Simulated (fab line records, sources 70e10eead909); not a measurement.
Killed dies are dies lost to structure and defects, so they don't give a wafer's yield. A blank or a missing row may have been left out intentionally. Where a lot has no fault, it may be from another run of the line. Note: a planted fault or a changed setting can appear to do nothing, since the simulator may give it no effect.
Struck lot and sound lot, side by side | flow nand harc | 14 steps out of a route of 1159
Sound: the wafers L878.1, L878.3, L878.4. The struck wafers were L882.2, L882.3, L882.5. The cause is given at the end.
At each step with rows: each side's tool, then ch and its chambers, then its first start. Under that, the readings that differ: sound wafers | struck wafers | difference of the means | sigmas: that difference in standard deviations of wafers without a fault.
alike: a reading whose means differ by less than 2 such deviations, as well as words and numbers matching on both sides. not compared: withheld readings; readings where some wafer has no value; bounds like >300 that might hide an equal value; numbers whose values overlap and for which the record gives no deviation.
A row with sigmas, a row that says differs or no value, or rows on one side alone: a step with any of these is where the two part. Non-overlapping numbers with no deviation appear without sigmas and do not part them. Lack of a reading on every wafer of one side parts them only where that side has two or more wafers.

NHARC_P_M0_CD_MEAS_09: the cd target is 90 nm.
  sound on cd sem-03 ch 0, day 7 04:04; struck on cd sem-02 ch 0, day 7 23:40
  alike: cd nm
NHARC_P_M0_OVL_MEAS_10: pitch 180 nm.
  struck on overlay-01, day 7 23:45; sound on overlay-02, day 7 04:09
  reading           | sound          | struck         | difference | sigmas
  overlay y nm (nm) | -2.4 -2.9 -3.2 | -0.8 -0.8 -0.7 | +2.1       | +2
  alike: overlay x nm
NHARC_P_M0_INSPECT_11:
  struck on defect inspect-01, day 7 23:47; sound on defect inspect-02, day 7 04:11
  alike: raw defect count
NHARC_P_M0_DESCUM_14: chemistry O2, time 3 s.
  sound on rie diel-10 ch 1,2,3, day 7 04:14; struck on rie diel-02 ch 1,3, day 7 23:52
  alike: drypump motor current A, oes product au, rf vpp V, showerhead plenum p Torr, throttle valve pct
  not compared: rf hours counter h
then, 1 step without rows for these wafers: NHARC_P_M0_ETCH_34 (etches the open film in N2/H2, target depth 40 nm, overetch 12 nm, time 43.94 s).
NHARC_P_M0_ETCH_15: etches the open film in C4F8/Ar, target depth 150 nm, overetch 15 nm, time 82.5 s.
  sound on rie diel-10 ch 0,2,3; struck on rie diel-02 ch 0,3
  alike: oes product au, rf vpp V
  not compared: rf hours counter h
NHARC_P_M0_CD_MEAS_16:
  struck on cd sem-01, day 8 00:11; sound on cd sem-02, day 7 04:33
  alike: cd nm
NHARC_P_M0_STRIP_18: strips in N2/H2.
  sound on rie diel-07 ch 0,1,2, day 7 04:37; struck on rie diel-02 ch 1,3, day 8 00:18
  alike: drypump motor current A, n2 flow sccm, oes product au, rf vpp V, showerhead plenum p Torr, throttle valve pct
  not compared: rf hours counter h
then, 1 step without rows for these wafers: NHARC_P_M0_STRIP_19 (strips in post etch residue remover, time 600 s).
NHARC_P_M0_DEGAS_28: time 60 s.
  struck on pvd sputter-02, day 8 00:53; sound on pvd sputter-02, day 7 05:10
  alike: heater power w
then, 1 step without rows for these wafers: NHARC_P_M0_PRE_CLEAN_29 (time 30 s).
NHARC_P_M0_PVD_20: deposits TaN, target thk 5 nm, time 8.06 s.
  sound on pvd sputter-02; struck on pvd sputter-02
  alike: bias v, cathode dc power W, chamber pressure pa, throttle valve pct
NHARC_P_M0_PVD_21: deposits Cu, target thk 30 nm, time 20.49 s.
  struck on pvd sputter-02, day 8 01:05; sound on pvd sputter-02, day 7 05:23
  no value came back on the struck wafers for cathode dc power W (W), chamber pressure pa (Pa), throttle valve pct (%); on the sound wafers cathode dc power W (W) reads 5001.1 4998.0 5000.1
then, 1 step without rows for these wafers: NHARC_P_M0_ECD_22 (material Cu, target thk 400 nm).

## WHERE THEY PART
At NHARC_P_M0_OVL_MEAS_10 first; at NHARC_P_M0_PVD_21 last (within this record only).

WHY: whatever the simulator had introduced
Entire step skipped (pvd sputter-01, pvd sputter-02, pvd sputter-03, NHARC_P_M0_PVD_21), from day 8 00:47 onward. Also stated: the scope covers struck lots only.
